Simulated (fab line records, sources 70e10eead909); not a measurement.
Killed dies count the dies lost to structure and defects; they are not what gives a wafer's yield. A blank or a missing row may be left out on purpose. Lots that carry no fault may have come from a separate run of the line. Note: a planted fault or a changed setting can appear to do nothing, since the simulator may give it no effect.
The tool behind it: which one? | flow nand harc | Sampling: 11 lots, 33 wafers, 5 of 1302 route steps

== WHAT THE GAUGES READ, wafer by wafer ==
NHARC_END_SORT_01. Usual: killed at array 47, standard deviation 18; killed at other 0.9, standard deviation 1.1; killed at periphery 4, standard deviation 3.1; killed dies 52, standard deviation 18; killed open 3.1, standard deviation 1.5; killed short 2.4, standard deviation 1.5.
lot  | measured     | on        | killed at array | killed at other | killed at periphery | killed dies | killed open | killed short | flag
L649 | day 26 19:14 | prober-01 | 76 43 81        | 2 1 0           | 599 633 596         | 677 677 677 | 4 2 3       | 0 1 6        | OFF
L651 | day 26 23:59 | prober-02 | 31 24 20        | 1 2 2           | 645 651 655         | 677 677 677 | 6 1 0       | 2 1 1        | OFF

== TOOL THAT RAN EACH LOT (tool first, then ch and the chambers of the sampled wafers, then the start) ==
lot  | NHARC_P_GATE_ETCHBACK_37                      | NHARC_P_GATE_DESCUM_61             | NHARC_P_GATE_RTA_64              | NHARC_P_CONTACT_DEP_00
L650 | rie diel-13 ch 0,1,3, day 7 07:21 or earlier  | rie diel-13 ch 0,2,3, day 7 07:21  | rtp anneal-01 ch 0, day 7 13:01  | pecvd-01 ch 0,1,2, no start
L649 | rie diel-05 ch 0,1,3, day 7 08:06 or earlier  | rie diel-09 ch 0,1,3, day 7 08:06  | rtp anneal-01, day 7 13:11       | -
L651 | rie diel-05 ch 1,2, day 7 22:22 or earlier    | rie diel-05 ch 0,2,3, day 7 22:22  | rtp anneal-01, day 8 01:44       | -
L653 | rie diel-13 ch 1,2, day 8 11:07 or earlier    | rie diel-09 ch 0,1, day 8 11:07    | rtp anneal-01 ch 0, day 8 14:39  | pecvd-02 ch 1,2, no start
L659 | rie diel-05 ch 0,1,2, day 11 13:10 or earlier | rie diel-09 ch 0,1,2, day 11 13:10 | rtp anneal-01 ch 0, day 11 16:32 | pecvd-01 ch 1,2, no start
L662 | rie diel-09 ch 1,2,3, day 12 10:25 or earlier | rie diel-05 ch 0,1,2, day 12 10:25 | rtp anneal-01 ch 0, day 12 13:46 | pecvd-03 ch 0,2, no start
L663 | rie diel-13 ch 2,3, day 12 20:23 or earlier   | rie diel-09 ch 0,1,3, day 12 20:23 | rtp anneal-02 ch 0, day 12 23:50 | pecvd-03 ch 1,2, no start
L664 | rie diel-05 ch 0,1,3, day 13 16:56 or earlier | rie diel-09 ch 0,1, day 13 16:56   | rtp anneal-01 ch 0, day 13 20:20 | pecvd-01 ch 0,1, no start
L665 | rie diel-13 ch 0,1,3, day 13 21:11 or earlier | rie diel-13 ch 0,1,3, day 13 21:11 | rtp anneal-01 ch 0, day 14 00:35 | pecvd-03 ch 0,1,2, no start
L666 | rie diel-05 ch 0,3, day 14 00:56 or earlier   | rie diel-05 ch 0,1,2, day 14 00:56 | rtp anneal-01 ch 0, day 14 04:11 | pecvd-03 ch 0,1,2, no start
L669 | rie diel-13 ch 1,3, day 15 00:52 or earlier   | rie diel-13 ch 0,1,3, day 15 00:52 | rtp anneal-02 ch 0, day 15 04:13 | pecvd-03 ch 0, day 15 05:57
- NHARC_P_GATE_ETCHBACK_37: etches the open film in CHF3/O2, target depth 34.5 nm, time 17.2 s.
- NHARC_P_GATE_DESCUM_61: chemistry O2, time 3 s.
- NHARC_P_GATE_RTA_64: time 1 s.
- NHARC_P_CONTACT_DEP_00: deposits SiO2, target thk 500 nm.

== WHAT THE TOOLS THEMSELVES READ (means of the sampled wafers that have a number; where no wafer has one, the mark that the record gives instead) ==
NHARC_P_GATE_ETCHBACK_37. Usual: for chamber pressure mTorr, 25.000 mTorr with a standard deviation of 0.022; for drypump motor current A, 5.8 A with a standard deviation of 0.51; for oes product au, 0.96 a.u. with a standard deviation of 0.037; for rf fwd power W, 489.7 W with a standard deviation of 2.7; for rf vpp V, 370.6 V with a standard deviation of 2.4; for showerhead plenum p Torr, 2.40 Torr with a standard deviation of 0.097; for throttle valve pct, 20.573 % with a standard deviation of 0.0085.
lot  | tool        | chamber pressure mTorr (mTorr) | drypump motor current A (A) | oes product au (a.u.) | rf fwd power W (W) | rf vpp V (V) | showerhead plenum p Torr (Torr) | throttle valve pct (%) | flag
L650 | rie diel-13 | 25.016                         | 5.3                         | 0.91                  | 490.7              | 370.2        | 2.41                            | 20.570                 |
L649 | rie diel-05 | 24.974                         | 6.0                         | 1.01                  | 490.5              | 369.2        | 2.39                            | 20.574                 |
L651 | rie diel-05 | 25.009                         | 5.4                         | 0.92                  | 486.2              | 372.3        | 2.51                            | 20.565                 |
L653 | rie diel-13 | 25.022                         | 6.0                         | 0.98                  | 492.2              | 373.2        | 2.51                            | 20.571                 |
L659 | rie diel-05 | 25.006                         | 5.8                         | 0.99                  | 490.4              | 371.1        | 2.44                            | 20.570                 |
L662 | rie diel-09 | 24.995                         | 6.1                         | 0.93                  | 488.9              | 368.7        | 2.34                            | 20.565                 |
L663 | rie diel-13 | 25.018                         | 5.8                         | 0.92                  | 490.7              | 370.0        | 2.39                            | 20.579                 |
L664 | rie diel-05 | 25.016                         | 6.0                         | 0.99                  | 490.2              | 369.9        | 2.38                            | 20.578                 |
L665 | rie diel-13 | 24.994                         | 5.3                         | 0.99                  | 493.1              | 371.0        | 2.41                            | 20.569                 |
L666 | rie diel-05 | 25.001                         | 6.5                         | 0.92                  | 488.2              | 370.2        | 2.32                            | 20.580                 |
L669 | rie diel-13 | 25.000                         | 5.5                         | 0.91                  | 489.7              | 370.9        | 2.37                            | 20.576                 |

NHARC_P_GATE_DESCUM_61. Usual: chamber pressure mTorr 60.00 mTorr, standard deviation 0.051; drypump motor current A 5.9 A, standard deviation 0.51; oes product au 0.999 a.u., standard deviation 0.011; rf vpp V 57.8 V, standard deviation 0.83; showerhead plenum p Torr 1.90 Torr, standard deviation 0.081; throttle valve pct 11.311 %, standard deviation 0.0094.
lot  | tool        | chamber pressure mTorr (mTorr) | drypump motor current A (A) | oes product au (a.u.) | rf vpp V (V) | showerhead plenum p Torr (Torr) | throttle valve pct (%) | flag
L650 | rie diel-13 | 60.02                          | 5.6                         | 0.999                 | 58.4         | 1.94                            | 11.308                 |
L649 | rie diel-09 | 59.97                          | 6.1                         | 1.011                 | 57.7         | 1.86                            | 11.305                 |
L651 | rie diel-05 | 60.00                          | 6.2                         | 1.005                 | 57.7         | 1.89                            | 11.308                 |
L653 | rie diel-09 | 60.05                          | 6.2                         | 1.007                 | 58.1         | 1.93                            | 11.320                 |
L659 | rie diel-09 | 59.99                          | 6.0                         | 0.996                 | 56.5         | 1.87                            | 11.307                 |
L662 | rie diel-05 | 59.99                          | 5.8                         | 0.984                 | 57.3         | 1.94                            | 11.307                 |
L663 | rie diel-09 | 60.01                          | 6.1                         | 1.006                 | 56.8         | 1.86                            | 11.324                 |
L664 | rie diel-09 | 60.01                          | 6.0                         | 0.990                 | 57.6         | 1.87                            | 11.307                 |
L665 | rie diel-13 | 60.05                          | 5.3                         | 1.003                 | 58.9         | 1.92                            | 11.308                 |
L666 | rie diel-05 | 59.96                          | 5.8                         | 0.986                 | 58.0         | 1.94                            | 11.321                 |
L669 | rie diel-13 | 60.04                          | 5.3                         | 0.989                 | 58.3         | 1.92                            | 11.310                 |

NHARC_P_GATE_RTA_64. Usual: anneal temp c max 1054.1, standard deviation 1.4; lamp power pct 39.2 %, standard deviation 2.5; wafer_temp_C_max 1055.5, standard deviation 1.1.
lot  | tool          | anneal temp c max | lamp power pct (%) | wafer_temp_C_max | flag
L650 | rtp anneal-01 | 1053.2            | 37.1               | 1054.6           |
L649 | rtp anneal-01 | -                 | -                  | -                | OFF
L651 | rtp anneal-01 | -                 | -                  | -                | OFF
L653 | rtp anneal-01 | 1053.1            | 37.2               | 1055.2           |
L659 | rtp anneal-01 | 1053.1            | 37.2               | 1054.5           |
L662 | rtp anneal-01 | 1053.8            | 37.2               | 1054.6           |
L663 | rtp anneal-02 | 1056.5            | 42.1               | 1055.8           |
L664 | rtp anneal-01 | 1052.2            | 37.2               | 1055.8           |
L665 | rtp anneal-01 | 1053.1            | 37.2               | 1055.2           |
L666 | rtp anneal-01 | 1053.2            | 37.2               | 1055.7           |
L669 | rtp anneal-02 | 1055.1            | 42.1               | 1054.8           |

NHARC_P_CONTACT_DEP_00. Usual: heater power w 535 W, standard deviation 110; mfc precursor sccm 161.4 sccm, standard deviation 0.45; rf fwd power W 897.7 W, standard deviation 2.8; throttle valve pct 16.1 %, standard deviation 0.55.
lot  | tool     | heater power w (W) | mfc precursor sccm (sccm) | rf fwd power W (W) | throttle valve pct (%) | flag
L650 | pecvd-01 | 467                | 161.0                     | 898.0              | 16.0                   |
L653 | pecvd-02 | 585                | 161.5                     | 898.7              | 15.9                   |
L659 | pecvd-01 | 438                | 161.6                     | 896.5              | 16.1                   |
L662 | pecvd-03 | 572                | 161.7                     | 898.0              | 16.2                   |
L663 | pecvd-03 | 624                | 161.3                     | 896.6              | 16.5                   |
L664 | pecvd-01 | 577                | 161.2                     | 895.6              | 16.5                   |
L665 | pecvd-03 | 538                | 161.2                     | 896.8              | 16.4                   |
L666 | pecvd-03 | 534                | 160.8                     | 897.1              | 16.4                   |
L669 | pecvd-03 | 519                | 161.6                     | 900.5              | 16.0                   |

== THE ANSWER, worked out from the rows above alone ==
Rule: take the mean of a lot's wafers that have a number; if it is more than 3 standard deviations from the usual mean, the lot is off. Also off: a lot with no number at a reading for which 4 or more lots have one. All remaining lots with rows at the step are treated as sound. After the gauges, taken in route order, come the tools' own readings; for these a lot's mean is taken, as printed above. At the first step where some lot is off, the reading lying furthest off is the one used; lots without a number count as furthest.
Off at NHARC_END_SORT_01 (killed at periphery): L649, L651. Neither off nor sound, because the step has no rows for them: L650, L653, L659, L662, L663, L664, L665, L666, L669.
If a tool, at a process step before that reading, ran all the lots that are off and no sound lot after the first of them, it fits. Not tried: the gauges at NHARC_END_SORT_01; whatever is off there is also off at NHARC_P_GATE_RTA_64, on other tools, and gauge error can't account for it. NHARC_P_GATE_ETCHBACK_37 gives no start for some lots, so the hours and the order of its lots are those of NHARC_P_GATE_DESCUM_61. This does not decide it: 2 tools fit, namely rie diel-05 at NHARC_P_GATE_ETCHBACK_37 and rtp anneal-01 at NHARC_P_GATE_RTA_64.

== WHAT THE SIMULATOR PUT IN ==
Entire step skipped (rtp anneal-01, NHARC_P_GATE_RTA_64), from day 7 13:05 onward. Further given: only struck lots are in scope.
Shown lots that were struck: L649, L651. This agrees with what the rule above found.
